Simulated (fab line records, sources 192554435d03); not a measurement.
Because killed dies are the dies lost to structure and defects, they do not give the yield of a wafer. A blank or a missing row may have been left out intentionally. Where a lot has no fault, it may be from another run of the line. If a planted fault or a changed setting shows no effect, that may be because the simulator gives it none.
fab line records -- flow n5Finfet
record lots=5, wafers=15, lastDay=18
route steps=1938 shown MIM_TOP_ETCH@1853 MIM_BOT_LITHO@1854 MIM_BOT_ETCH@1866 PASS1_CAP@1873 TV_LITHO@1875
lots untouched by any fault: they come from a run of this same line in which no faults occurred
startH: hours from the record's first day to the start of the lot's first wafer shown -- waitH: hours elapsed since this lot's preceding step -- " identical to the entry in the row above -- L1.1+2: one row covering several wafers at once -- - either no value or no given start -- * or withheld: withheld -- < > ~ a bound
route shown NAME@n: NAME is a module with steps in the file, n the number in the route of the first one -- usual: mean/standard deviation taken from wafers without a fault -- same: alike in all rows -- chamber/n: place in a boat -- sites: each site's reading -- _std_site: standard deviation of those values -- _edge_site: mean of outer sites minus mean of inner sites -- radiusMm: how far each site lies from the wafer's centre -- mask NAME#n: copy n -- behind: the most recent tool/chamber to have shaped the wafer -- hold: what put the lot on hold/how long, in hours/how the hold closed -- device: which transistor (n, p or np) failed to switch -- end of line: the route-end tests of the same wafers -- where a step has no rows: the recipe by itself -- killed: dies that structure and defects cost at the first sort, which is not the same as the wafer's yield -- map: dies across one wafer; x = killed, . = not, _ = none there
set.NAME: the run value of the setting; set.NAME@STEP: its run value at that earlier step -- model.NAME: the simulator's own value behind a step, which no gauge read
lots at selected steps of the route; one table per step, one row per wafer
services: the hour from which a tool's chamber was out of use, counted from the record's first day as startH (under 0 if before that day), plus the number of hours and why
## steps
# step N5_MIM_TOP_ETCH_PECVD_03
# recipe material=SiNx, targetThkA=200, tempC=400, precursor=SiH4/NH3/N2, pressureTorr=1.5, rfW=300, timeS=17.6
# usual heaterPowerW=762/99, showerheadPlenumPTorr=5.18/0.11, throttleValvePct=40.6/2.1
lot.wafer,tool,chamber,startH,waitH,heaterPowerW,showerheadPlenumPTorr,sinceWetCleanH,throttleValvePct
L074.1,pecvd-04,0,304.38,-,716,5.36,1190,40.4
L074.3,pecvd-04,1,304.38,-,758,5.17,1915,44.4
L074.4,pecvd-04,1,304.38,-,779,5.18,-,44.5
L076.3,pecvd-01,1,328.18,-,670,4.99,2120,39.1
L076.5,pecvd-01,2,328.18,-,941,5.07,-,40.4
L076.6,pecvd-01,0,328.18,-,841,5.09,-,42.4
L079.1,pecvd-01,2,337.60,-,998,5.06,650,40.2
L079.2,pecvd-01,1,337.60,-,658,5.00,2129,39.0
L079.4,pecvd-01,2,337.60,-,996,5.07,-,40.5
L082.2,pecvd-01,1,349.45,-,599,4.99,2141,39.2
L082.5,pecvd-01,2,349.45,-,941,5.06,-,40.5
L082.6,pecvd-01,0,349.45,-,780,5.11,-,41.9
L091.2,pecvd-02,0,427.71,-,618,5.31,1132,39.3
L091.3,pecvd-02,1,427.71,-,766,5.15,1857,39.4
L091.5,pecvd-02,1,427.71,-,737,5.15,-,39.3
# step N5_MIM_BOT_LITHO_HMDS_01
# recipe timeS=60, tempC=120
# usual heaterPowerTotalW=196.9/2.1
lot.wafer,tool,chamber,startH,waitH,heaterPowerTotalW
L074.1,lithoTrack-01,0,304.45,0.0,196.3
L074.3,lithoTrack-01,0,304.45,0.0,193.8
L074.4,lithoTrack-01,0,304.45,0.0,196.4
L076.3,lithoTrack-04,0,328.25,0.1,194.2
L076.5,lithoTrack-04,0,328.25,0.1,199.8
L076.6,lithoTrack-04,0,328.25,0.1,196.0
L079.1,lithoTrack-03,0,337.67,0.0,198.2
L079.2,lithoTrack-03,0,337.67,0.0,198.5
L079.4,lithoTrack-03,0,337.67,0.0,199.7
L082.2,lithoTrack-04,0,349.53,0.0,194.1
L082.5,lithoTrack-04,0,349.53,0.0,199.1
L082.6,lithoTrack-04,0,349.53,0.0,197.4
L091.2,lithoTrack-01,0,427.78,0.0,198.4
L091.3,lithoTrack-01,0,427.78,0.0,197.4
L091.5,lithoTrack-01,0,427.78,0.0,193.9
# step N5_MIM_BOT_LITHO_COAT_02
# recipe spinRpm=*, resistThkNm=*
lot.wafer,tool,chamber,startH,waitH
L074.1+3+4,lithoTrack-01,0,-,-
L076.3+5+6,lithoTrack-04,0,-,-
L079.1+2+4,lithoTrack-03,0,-,-
L082.2+5+6,lithoTrack-04,0,-,-
L091.2+3+5,lithoTrack-01,0,-,-
# step N5_MIM_BOT_LITHO_EBR_04
# recipe solvent=PGMEA, ebrWidthMm=1.5
lot.wafer,tool,chamber,startH,waitH
L074.1+3+4,lithoTrack-01,0,-,-
L076.3+5+6,lithoTrack-04,0,-,-
L079.1+2+4,lithoTrack-03,0,-,-
L082.2+5+6,lithoTrack-04,0,-,-
L091.2+3+5,lithoTrack-01,0,-,-
# step N5_MIM_BOT_LITHO_SOFTBAKE_03
# recipe tempC=100, timeS=90
# usual heaterPowerTotalW=121.2/0.62
lot.wafer,tool,chamber,startH,waitH,heaterPowerTotalW
L074.1,lithoTrack-01,0,-,-,122.2
L074.3,lithoTrack-01,0,-,-,121.8
L074.4,lithoTrack-01,0,-,-,121.6
L076.3,lithoTrack-04,0,-,-,120.6
L076.5,lithoTrack-04,0,-,-,121.2
L076.6,lithoTrack-04,0,-,-,120.8
L079.1,lithoTrack-03,0,-,-,121.3
L079.2,lithoTrack-03,0,-,-,121.4
L079.4,lithoTrack-03,0,-,-,121.0
L082.2,lithoTrack-04,0,-,-,121.2
L082.5,lithoTrack-04,0,-,-,121.1
L082.6,lithoTrack-04,0,-,-,121.2
L091.2,lithoTrack-01,0,-,-,121.3
L091.3,lithoTrack-01,0,-,-,121.3
L091.5,lithoTrack-01,0,-,-,121.6
# step N5_MIM_BOT_LITHO_EXPOSE_05
# recipe maskId=MIM_BOT, na=0.55, sourceShape=conventional, sigmaOuter=0.8, polarization=unpolarized, doseMj=24.25
lot.wafer,tool,chamber,startH,waitH,mask
L074.1+3+4,krfScanner-01,0,304.69,-,MIM_BOT#0
L076.3+5+6,krfScanner-02,0,328.50,-,MIM_BOT#0
L079.1+2+4,krfScanner-02,0,337.78,-,MIM_BOT#0
L082.2+5+6,krfScanner-02,0,349.64,-,MIM_BOT#0
L091.2+3+5,krfScanner-02,0,428.18,-,MIM_BOT#0
# step N5_MIM_BOT_LITHO_PEB_06
# recipe pebTempC=withheld, pebTimeS=*
lot.wafer,tool,chamber,startH,waitH
L074.1+3+4,lithoTrack-04,0,304.74,0.1
L076.3+5+6,lithoTrack-04,0,328.54,0.0
L079.1+2+4,lithoTrack-04,0,337.84,0.1
L082.2+5+6,lithoTrack-01,0,349.69,0.0
L091.2+3+5,lithoTrack-03,0,428.23,0.0
# step N5_MIM_BOT_LITHO_DEVELOP_07
# recipe developTimeS=60, rinseLiquid=diw, dry=airSpin, devTempC=21
# same developTimeS=60
lot.wafer,tool,chamber,startH,waitH
L074.1+3+4,lithoTrack-04,0,-,-
L076.3+5+6,lithoTrack-04,0,-,-
L079.1+2+4,lithoTrack-04,0,-,-
L082.2+5+6,lithoTrack-01,0,-,-
L091.2+3+5,lithoTrack-03,0,-,-
# step N5_MIM_BOT_LITHO_HARDBAKE_09
# recipe tempC=130, timeS=120
# usual heaterPowerTotalW=148.1/0.87
lot.wafer,tool,chamber,startH,waitH,heaterPowerTotalW
L074.1,lithoTrack-04,0,-,-,147.6
L074.3,lithoTrack-04,0,-,-,148.6
L074.4,lithoTrack-04,0,-,-,148.0
L076.3,lithoTrack-04,0,-,-,147.5
L076.5,lithoTrack-04,0,-,-,149.1
L076.6,lithoTrack-04,0,-,-,147.2
L079.1,lithoTrack-04,0,-,-,147.1
L079.2,lithoTrack-04,0,-,-,148.8
L079.4,lithoTrack-04,0,-,-,146.2
L082.2,lithoTrack-01,0,-,-,148.7
L082.5,lithoTrack-01,0,-,-,148.3
L082.6,lithoTrack-01,0,-,-,149.1
L091.2,lithoTrack-03,0,-,-,146.6
L091.3,lithoTrack-03,0,-,-,148.6
L091.5,lithoTrack-03,0,-,-,147.6
# step N5_MIM_BOT_LITHO_CD_MEAS_08
# recipe targetCdNm=3000, landingEnergyEv=500, detector=seInlens, polarity=opening
# usual cdNm=2999.7/1.3
lot.wafer,tool,chamber,startH,waitH,cdNm
L074.1,cdSem-02,0,304.86,-,2998.3
L074.3,cdSem-02,0,304.86,-,3001.9
L074.4,cdSem-02,0,304.86,-,2999.5
L076.3,cdSem-03,0,328.66,-,2998.8
L076.5,cdSem-03,0,328.66,-,2998.2
L076.6,cdSem-03,0,328.66,-,2998.6
L079.1,cdSem-03,0,337.96,-,3001.7
L079.2,cdSem-03,0,337.96,-,3000.7
L079.4,cdSem-03,0,337.96,-,3001.3
L082.2,cdSem-03,0,349.81,-,3000.2
L082.5,cdSem-03,0,349.81,-,2998.9
L082.6,cdSem-03,0,349.81,-,2999.3
L091.2,cdSem-03,0,428.35,-,3001.6
L091.3,cdSem-03,0,428.35,-,3001.4
L091.5,cdSem-03,0,428.35,-,3001.9
# step N5_MIM_BOT_LITHO_OVL_MEAS_11
# recipe pointsPerWafer=44
# usual MIM_BOT_OVL=-2/5.6
lot.wafer,tool,chamber,startH,waitH,MIM_BOT_OVL[nm]
L074.1,overlay-02,0,304.89,0.0,-5
L074.3,overlay-02,0,304.89,0.0,-9
L074.4,overlay-02,0,304.89,0.0,-9
L076.3,overlay-02,0,328.69,0.0,-2
L076.5,overlay-02,0,328.69,0.0,2
L076.6,overlay-02,0,328.69,0.0,5
L079.1,overlay-02,0,337.99,0.0,-1
L079.2,overlay-02,0,337.99,0.0,-7
L079.4,overlay-02,0,337.99,0.0,-7
L082.2,overlay-01,0,349.84,0.0,-14
L082.5,overlay-01,0,349.84,0.0,-7
L082.6,overlay-01,0,349.84,0.0,-4
L091.2,overlay-02,0,428.38,0.0,-3
L091.3,overlay-02,0,428.38,0.0,-4
L091.5,overlay-02,0,428.38,0.0,4
# step N5_MIM_BOT_LITHO_INSPECT_12
# recipe mode=adi, inspectInstrument=macro
# usual rawDefectCount=2.2/1.4
lot.wafer,tool,chamber,startH,waitH,rawDefectCount
L074.1,defectInspect-02,-,304.92,0.0,0
L074.3,defectInspect-02,-,304.92,0.0,1
L074.4,defectInspect-02,-,304.92,0.0,1
L076.3,defectInspect-01,-,328.72,0.0,3
L076.5,defectInspect-01,-,328.72,0.0,2
L076.6,defectInspect-01,-,328.72,0.0,2
L079.1,defectInspect-01,-,338.01,0.0,1
L079.2,defectInspect-01,-,338.01,0.0,2
L079.4,defectInspect-01,-,338.01,0.0,4
L082.2,defectInspect-02,-,349.86,0.0,2
L082.5,defectInspect-02,-,349.86,0.0,0
L082.6,defectInspect-02,-,349.86,0.0,5
L091.2,defectInspect-01,-,428.40,0.0,2
L091.3,defectInspect-01,-,428.40,0.0,5
L091.5,defectInspect-01,-,428.40,0.0,2
# step N5_MIM_BOT_LITHO_DESCUM_10
# recipe chemistry=O2, timeS=7.9, sourcePowerW=50, biasPowerW=20, pressureMtorr=20, rfFrequencyHz=2.712e+07, tempC=40, o2FlowSccm=225
# usual drypumpMotorCurrentA=5.8/0.36, oesProductAu=0.77/0.076, rfVppV=243.4/1.2, showerheadPlenumPTorr=2.11/0.055, tempC=40.00/0.12, throttleValvePct=20.51/0.15
lot.wafer,tool,chamber,startH,waitH,drypumpMotorCurrentA,oesProductAu,rfHoursCounterH,rfVppV,showerheadPlenumPTorr,tempC,throttleValvePct
L074.1,rieDiel-01,0,304.95,0.0,5.8,0.80,104,245.8,2.20,40.02,20.53
L074.3,rieDiel-01,1,304.95,0.0,5.8,0.78,121,243.7,2.11,40.22,20.45
L074.4,rieDiel-01,2,304.95,0.0,6.3,0.80,102,242.8,2.02,39.93,20.58
L076.3,rieDiel-01,2,328.75,0.0,6.2,0.79,114,242.2,2.02,39.91,20.60
L076.5,rieDiel-01,2,328.75,0.0,6.2,0.79,-,241.9,2.01,39.95,20.59
L076.6,rieDiel-01,3,328.75,0.0,5.6,0.72,-,242.8,2.08,40.00,20.61
L079.1,rieDiel-01,2,338.05,0.0,6.3,0.79,116,242.2,2.01,40.06,20.60
L079.2,rieDiel-01,3,338.05,0.0,5.6,0.72,189,241.5,2.08,40.01,20.61
L079.4,rieDiel-01,3,338.05,0.0,5.6,0.72,-,242.9,2.08,40.12,20.61
L082.2,rieDiel-06,0,350.01,0.1,6.0,0.69,240,243.6,2.06,39.89,20.72
L082.5,rieDiel-06,1,350.01,0.1,5.7,0.79,-,244.7,2.10,40.05,20.53
L082.6,rieDiel-06,0,350.01,0.1,5.9,0.69,-,242.0,2.06,39.79,20.71
L091.2,rieDiel-01,0,428.43,0.0,5.7,0.78,148,244.6,2.18,40.09,20.59
L091.3,rieDiel-01,1,428.43,0.0,5.8,0.75,-,242.7,2.09,39.74,20.53
L091.5,rieDiel-01,1,428.43,0.0,5.8,0.74,-,244.9,2.09,39.88,20.52
# step N5_MIM_BOT_ETCH_ETCH_04
# recipe chemistry=CF4/O2, target=SiNx, targetDepthA=260, timeS=13, ionEnergyEv=100, pressureMtorr=40, sourceW=535, biasW=49, Ar_flow_sccm=100, cf4FlowSccm=100, O2_flow_sccm=10
# usual drypumpMotorCurrentA=5.8/0.36, oes_ar_750_au=0.78/0.071, oesProductAu=0.77/0.076, rfVppV=241.7/2.9, showerheadPlenumPTorr=2.22/0.052, throttleValvePct=16.06/0.15
lot.wafer,tool,chamber,startH,waitH,drypumpMotorCurrentA,oes_ar_750_au,oesProductAu,rfHoursCounterH,rfVppV,showerheadPlenumPTorr,throttleValvePct
L074.1,rieDiel-01,0,305.02,0.0,5.7,0.79,0.79,104,244.6,2.30,16.04
L074.3,rieDiel-01,1,305.02,0.0,5.8,0.79,0.79,121,240.5,2.21,15.97
L074.4,rieDiel-01,2,305.02,0.0,6.2,0.81,0.80,102,238.2,2.14,16.17
L076.3,rieDiel-01,2,328.81,0.0,6.2,0.79,0.79,114,238.6,2.13,16.17
L076.5,rieDiel-01,2,328.81,0.0,6.2,0.79,0.79,-,239.3,2.13,16.18
L076.6,rieDiel-01,3,328.81,0.0,5.6,0.74,0.73,-,241.9,2.20,16.22
L079.1,rieDiel-01,2,338.11,0.0,6.2,0.79,0.79,116,238.8,2.13,16.19
L079.2,rieDiel-01,3,338.11,0.0,5.6,0.73,0.72,189,240.6,2.20,16.22
L079.4,rieDiel-01,3,338.11,0.0,5.6,0.73,0.73,-,241.8,2.20,16.23
L082.2,rieDiel-06,0,350.07,0.0,6.0,0.71,0.70,240,234.9,2.17,16.31
L082.5,rieDiel-06,1,350.07,0.0,5.7,0.79,0.78,-,246.1,2.22,16.11
L082.6,rieDiel-06,0,350.07,0.0,5.9,0.70,0.70,-,235.7,2.17,16.31
L091.2,rieDiel-01,0,428.53,0.1,5.7,0.76,0.74,148,245.1,2.28,16.13
L091.3,rieDiel-01,1,428.53,0.1,5.8,0.76,0.74,-,239.7,2.19,16.05
L091.5,rieDiel-01,1,428.53,0.1,5.7,0.75,0.74,-,241.0,2.19,16.06
# step N5_MIM_BOT_ETCH_ETCH_03
# recipe chemistry=Cl2/BCl3, targetDepthA=120, pressureMtorr=8, icpW=800, biasW=100, Cl2_flow_sccm=20, bcl3FlowSccm=80
# usual drypumpMotorCurrentA=5.9/0.52, oesProductAu=0.82/0.066, throttleValvePct=27.38/0.27
lot.wafer,tool,chamber,startH,waitH,drypumpMotorCurrentA,oesProductAu,rfHoursCounterH,throttleValvePct
L074.1,rieMetal-01,1,305.11,0.1,6.2,0.76,46,27.24
L074.3,rieMetal-01,1,305.11,0.1,6.2,0.76,-,27.27
L074.4,rieMetal-01,0,305.11,0.1,6.7,0.90,-,27.55
L076.3,rieMetal-03,1,328.93,0.1,5.1,0.76,-,27.31
L076.5,rieMetal-03,1,328.93,0.1,5.1,0.77,-,27.31
L076.6,rieMetal-03,0,328.93,0.1,5.9,0.93,-,27.00
L079.1,rieMetal-02,1,338.20,0.1,6.0,0.82,33,27.92
L079.2,rieMetal-02,0,338.20,0.1,5.6,0.91,5,27.26
L079.4,rieMetal-02,1,338.20,0.1,6.0,0.82,-,27.89
L082.2,rieMetal-03,1,350.19,0.1,5.1,0.75,-,27.33
L082.5,rieMetal-03,1,350.19,0.1,5.1,0.76,-,27.32
L082.6,rieMetal-03,1,350.19,0.1,5.1,0.75,-,27.31
L091.2,rieMetal-02,1,428.66,0.1,6.0,0.79,40,27.91
L091.3,rieMetal-02,1,428.66,0.1,6.0,0.79,-,27.90
L091.5,rieMetal-02,1,428.66,0.1,6.0,0.79,-,27.92
# step N5_MIM_BOT_ETCH_ETCH_00
# recipe chemistry=Cl2/BCl3, target=TiN, targetDepthA=455, ionEnergyEv=150, pressureMtorr=10, icpW=1000, biasW=126, Cl2_flow_sccm=53.25, bcl3FlowSccm=21.75, Ar_flow_sccm=25
# usual drypumpMotorCurrentA=5.9/0.52, oes_ar_750_au=0.82/0.07, oesProductAu=0.82/0.068, throttleValvePct=21.74/0.22
lot.wafer,tool,chamber,startH,waitH,drypumpMotorCurrentA,oes_ar_750_au,oesProductAu,rfHoursCounterH,throttleValvePct
L074.1,rieMetal-01,1,305.20,0.1,6.2,0.76,0.76,46,21.65
L074.3,rieMetal-01,1,305.20,0.1,6.2,0.76,0.76,-,21.62
L074.4,rieMetal-01,0,305.20,0.1,6.7,0.90,0.89,-,21.85
L076.3,rieMetal-03,1,329.03,0.1,5.1,0.77,0.76,-,21.72
L076.5,rieMetal-03,1,329.03,0.1,5.2,0.76,0.77,-,21.70
L076.6,rieMetal-03,0,329.03,0.1,5.9,0.95,0.94,-,21.42
L079.1,rieMetal-02,1,338.29,0.1,6.1,0.79,0.83,33,22.16
L079.2,rieMetal-02,0,338.29,0.1,5.6,0.92,0.92,5,21.64
L079.4,rieMetal-02,1,338.29,0.1,6.1,0.79,0.82,-,22.17
L082.2,rieMetal-03,1,350.38,0.2,5.1,0.76,0.75,-,21.73
L082.5,rieMetal-03,1,350.38,0.2,5.1,0.76,0.75,-,21.75
L082.6,rieMetal-03,1,350.38,0.2,5.1,0.76,0.75,-,21.74
L091.2,rieMetal-02,1,428.75,0.1,6.0,0.78,0.79,40,22.20
L091.3,rieMetal-02,1,428.75,0.1,6.0,0.77,0.78,-,22.18
L091.5,rieMetal-02,1,428.75,0.1,6.0,0.77,0.79,-,22.20
# step N5_MIM_BOT_ETCH_STRIP_01
# recipe chemistry=O2, powerW=600, tempC=60, pressureMtorr=30, rfFrequencyHz=6e+07, biasPowerW=0, overashFraction=0.5, o2FlowSccm=225
# usual drypumpMotorCurrentA=5.8/0.4, oesProductAu=0.77/0.074, rfVppV=3.8/1.4, showerheadPlenumPTorr=2.11/0.054, tempC=60.01/0.12, throttleValvePct=16.74/0.17
lot.wafer,tool,chamber,startH,waitH,drypumpMotorCurrentA,oesProductAu,rfHoursCounterH,rfVppV,showerheadPlenumPTorr,tempC,throttleValvePct
L074.1,rieDiel-01,3,305.34,0.1,5.6,0.74,173,5.1,2.09,59.79,16.85
L074.3,rieDiel-01,2,305.34,0.1,6.2,0.80,102,3.4,2.02,60.12,16.80
L074.4,rieDiel-01,0,305.34,0.1,5.7,0.81,104,4.0,2.20,59.94,16.77
L076.3,rieDiel-06,2,329.17,0.1,5.1,0.69,222,2.9,2.17,59.94,16.70
L076.5,rieDiel-06,3,329.17,0.1,5.9,0.72,-,1.3,2.09,59.90,16.78
L076.6,rieDiel-06,0,329.17,0.1,6.0,0.70,-,6.6,2.07,59.93,16.98
L079.1,rieDiel-01,3,338.87,0.5,5.6,0.72,189,2.6,2.08,60.06,16.86
L079.2,rieDiel-01,0,338.87,0.5,5.7,0.81,112,6.0,2.20,59.95,16.73
L079.4,rieDiel-01,0,338.87,0.5,5.8,0.79,-,3.7,2.20,60.05,16.83
L082.2,rieDiel-06,0,350.60,0.2,5.9,0.70,240,5.8,2.06,59.87,17.04
L082.5,rieDiel-06,1,350.60,0.2,5.7,0.80,-,4.7,2.11,60.08,16.75
L082.6,rieDiel-06,2,350.60,0.2,5.1,0.69,-,3.8,2.17,60.00,16.66
L091.2,rieDiel-06,1,428.89,0.1,5.7,0.77,149,4.2,2.10,60.06,16.83
L091.3,rieDiel-06,3,428.89,0.1,5.9,0.69,230,7.8,2.08,59.90,16.86
L091.5,rieDiel-06,3,428.89,0.1,5.9,0.69,-,4.7,2.08,59.85,16.86
# step N5_MIM_BOT_ETCH_STRIP_02
# recipe chemistry=postEtchResidueRemover, timeS=1200, tempC=72.5
# usual tempC=72.51/0.13
lot.wafer,tool,chamber,startH,waitH,tempC
L074.1,wetBench-04,1,305.40,-,72.52
L074.3,wetBench-04,0,305.40,-,72.49
L074.4,wetBench-04,7,305.40,-,72.44
L076.3,wetBench-04,5,329.23,-,72.51
L076.5,wetBench-04,1,329.23,-,72.52
L076.6,wetBench-04,2,329.23,-,72.64
L079.1,wetBench-04,3,339.26,-,72.54
L079.2,wetBench-04,7,339.26,-,72.50
L079.4,wetBench-04,4,339.26,-,72.66
L082.2,wetBench-05,1,350.67,-,72.50
L082.5,wetBench-05,6,350.67,-,72.67
L082.6,wetBench-05,7,350.67,-,72.46
L091.2,wetBench-04,5,428.95,-,72.56
L091.3,wetBench-04,7,428.95,-,72.47
L091.5,wetBench-04,1,428.95,-,72.59
# step N5_MIM_BOT_ETCH_CLEAN_05
# recipe chemistry=IPA, timeS=180, tempC=25
# usual tempC=25.00/0.11
lot.wafer,tool,chamber,startH,waitH,tempC
L074.1,wetBench-04,1,305.74,0.0,25.11
L074.3,wetBench-04,0,305.74,0.0,24.96
L074.4,wetBench-04,7,305.74,0.0,25.04
L076.3,wetBench-04,5,329.57,0.0,25.05
L076.5,wetBench-04,1,329.57,0.0,25.10
L076.6,wetBench-04,2,329.57,0.0,25.10
L079.1,wetBench-04,3,339.60,0.0,24.92
L079.2,wetBench-04,7,339.60,0.0,25.07
L079.4,wetBench-04,4,339.60,0.0,24.95
L082.2,wetBench-05,1,351.04,0.0,24.99
L082.5,wetBench-05,6,351.04,0.0,25.18
L082.6,wetBench-05,7,351.04,0.0,25.02
L091.2,wetBench-04,5,429.29,0.0,25.36
L091.3,wetBench-04,7,429.29,0.0,24.98
L091.5,wetBench-04,1,429.29,0.0,24.80
# step N5_MIM_BOT_ETCH_SRD_06
# recipe dry=ipaMarangoni, timeS=30, tempC=23, rinseLiquid=diw
# usual tempC=23.01/0.11
lot.wafer,tool,chamber,startH,waitH,tempC
L074.1,wetBench-04,1,305.79,0.0,23.16
L074.3,wetBench-04,0,305.79,0.0,23.01
L074.4,wetBench-04,7,305.79,0.0,23.06
L076.3,wetBench-04,5,329.62,0.0,23.10
L076.5,wetBench-04,1,329.62,0.0,22.81
L076.6,wetBench-04,2,329.62,0.0,22.87
L079.1,wetBench-04,3,339.65,0.0,22.86
L079.2,wetBench-04,7,339.65,0.0,23.19
L079.4,wetBench-04,4,339.65,0.0,23.14
L082.2,wetBench-05,1,351.09,0.0,22.88
L082.5,wetBench-05,6,351.09,0.0,23.18
L082.6,wetBench-05,7,351.09,0.0,23.19
L091.2,wetBench-04,5,429.34,0.0,23.03
L091.3,wetBench-04,7,429.34,0.0,23.06
L091.5,wetBench-04,1,429.34,0.0,23.01
# step N5_PASSIVATION_PECVD_55
# recipe material=SiO2, targetThkA=4000, tempC=400, precursor=SiH4/N2O, pressureTorr=2.7, rfW=608, timeS=22.5
# usual heaterPowerW=656/100, showerheadPlenumPTorr=8.14/0.14, throttleValvePct=50.9/2.4
lot.wafer,tool,chamber,startH,waitH,heaterPowerW,showerheadPlenumPTorr,sinceWetCleanH,throttleValvePct
L074.1,pecvd-03,0,305.84,0.0,731,8.20,828,52.9
L074.3,pecvd-03,2,305.84,0.0,776,8.05,74,46.5
L074.4,pecvd-03,0,305.84,0.0,744,8.21,-,53.2
L076.3,pecvd-02,2,329.67,0.0,663,8.09,266,48.1
L076.5,pecvd-02,0,329.67,0.0,510,8.41,-,50.8
L076.6,pecvd-02,1,329.67,0.0,622,8.17,-,50.9
L079.1,pecvd-01,2,339.70,0.0,841,8.03,652,52.5
L079.2,pecvd-01,1,339.70,0.0,532,7.94,2131,50.5
L079.4,pecvd-01,0,339.70,0.0,702,8.10,-,54.4
L082.2,pecvd-01,0,351.14,0.0,687,8.11,1418,54.0
L082.5,pecvd-01,0,351.14,0.0,689,8.10,-,54.3
L082.6,pecvd-01,2,351.14,0.0,857,8.05,-,52.3
L091.2,pecvd-02,1,429.39,0.0,643,8.17,1858,50.7
L091.3,pecvd-02,0,429.39,0.0,547,8.42,1133,50.9
L091.5,pecvd-02,1,429.39,0.0,657,8.19,-,50.9
# step N5_PASSIVATION_PECVD_01
# recipe material=SiNx, targetThkA=2000, tempC=400, precursor=SiH4/NH3/N2, pressureTorr=4.9, rfW=1406, timeS=43.2
# usual heaterPowerW=371/100, showerheadPlenumPTorr=8.65/0.096, throttleValvePct=28.8/1.3
lot.wafer,tool,chamber,startH,waitH,heaterPowerW,showerheadPlenumPTorr,sinceWetCleanH,throttleValvePct
L074.1,pecvd-03,0,305.88,0.0,390,8.70,829,29.8
L074.3,pecvd-03,2,305.88,0.0,426,8.59,75,26.4
L074.4,pecvd-03,0,305.88,0.0,399,8.70,-,29.8
L076.3,pecvd-02,2,329.70,0.0,316,8.60,266,27.3
L076.5,pecvd-02,0,329.70,0.0,213,8.86,-,28.7
L076.6,pecvd-02,1,329.70,0.0,343,8.70,-,28.8
L079.1,pecvd-01,2,339.73,0.0,432,8.58,652,29.5
L079.2,pecvd-01,1,339.73,0.0,236,8.53,2131,28.5
L079.4,pecvd-01,0,339.73,0.0,335,8.63,-,31.0
L082.2,pecvd-01,0,351.18,0.0,321,8.60,1418,30.7
L082.5,pecvd-01,0,351.18,0.0,330,8.65,-,30.6
L082.6,pecvd-01,2,351.18,0.0,479,8.59,-,29.9
L091.2,pecvd-02,1,429.42,0.0,373,8.68,1858,28.6
L091.3,pecvd-02,0,429.42,0.0,217,8.87,1133,28.8
L091.5,pecvd-02,1,429.42,0.0,371,8.66,-,29.0
# step N5_PASSIVATION_HMDS_03
# recipe timeS=60, tempC=120
# usual heaterPowerTotalW=196.9/2.1
lot.wafer,tool,chamber,startH,waitH,heaterPowerTotalW
L074.1,lithoTrack-03,0,307.32,1.4,199.8
L074.3,lithoTrack-03,0,307.32,1.4,194.1
L074.4,lithoTrack-03,0,307.32,1.4,195.4
L076.3,lithoTrack-05,0,329.97,0.2,197.3
L076.5,lithoTrack-05,0,329.97,0.2,197.7
L076.6,lithoTrack-05,0,329.97,0.2,198.8
L079.1,lithoTrack-02,0,342.12,2.4,195.0
L079.2,lithoTrack-02,0,342.12,2.4,199.8
L079.4,lithoTrack-02,0,342.12,2.4,199.8
L082.2,lithoTrack-02,0,352.81,1.6,196.0
L082.5,lithoTrack-02,0,352.81,1.6,198.6
L082.6,lithoTrack-02,0,352.81,1.6,199.8
L091.2,lithoTrack-05,0,429.58,0.1,196.7
L091.3,lithoTrack-05,0,429.58,0.1,195.6
L091.5,lithoTrack-05,0,429.58,0.1,199.8
# step N5_PASSIVATION_COAT_04
# recipe spinRpm=*, resistThkNm=*
lot.wafer,tool,chamber,startH,waitH
L074.1+3+4,lithoTrack-03,0,-,-
L076.3+5+6,lithoTrack-05,0,-,-
L079.1+2+4,lithoTrack-02,0,-,-
L082.2+5+6,lithoTrack-02,0,-,-
L091.2+3+5,lithoTrack-05,0,-,-
# step N5_PASSIVATION_EBR_06
# recipe solvent=PGMEA, ebrWidthMm=1.5
lot.wafer,tool,chamber,startH,waitH
L074.1+3+4,lithoTrack-03,0,-,-
L076.3+5+6,lithoTrack-05,0,-,-
L079.1+2+4,lithoTrack-02,0,-,-
L082.2+5+6,lithoTrack-02,0,-,-
L091.2+3+5,lithoTrack-05,0,-,-
## services
tool,chamber,startH,hours,kind
rieDiel-06,1,301.28,8.3,repair
pecvd-04,-,310.65,2.8,pm
rieDiel-06,-,310.71,2.8,pm
rieDiel-01,0,311.39,14.6,repair
rieDiel-01,1,323.83,2.3,repair
rieMetal-02,-,331.27,0.7,repair
rieDiel-01,1,337.50,9.0,repair
rieMetal-03,0,339.24,12.5,repair
pecvd-02,-,345.51,2.8,pm
krfScanner-02,-,350.48,0.8,pm
pecvd-03,-,362.37,1.5,repair
krfScanner-02,-,366.03,0.6,repair
krfScanner-02,-,368.15,1.0,pm
rieDiel-01,3,376.33,6.9,repair
rieDiel-06,0,377.94,8.3,repair
krfScanner-02,-,378.09,1.3,pm
pecvd-03,2,387.41,5.1,repair
rieDiel-01,2,397.61,35.8,repair
wetBench-04,-,400.40,3.6,repair
rieDiel-06,2,401.88,2.7,repair
rieDiel-06,1,416.73,1.6,repair
rieDiel-01,3,424.27,7.3,repair
pecvd-02,2,425.19,1.8,repair
rieDiel-06,3,429.08,5.5,repair
## key
fault none
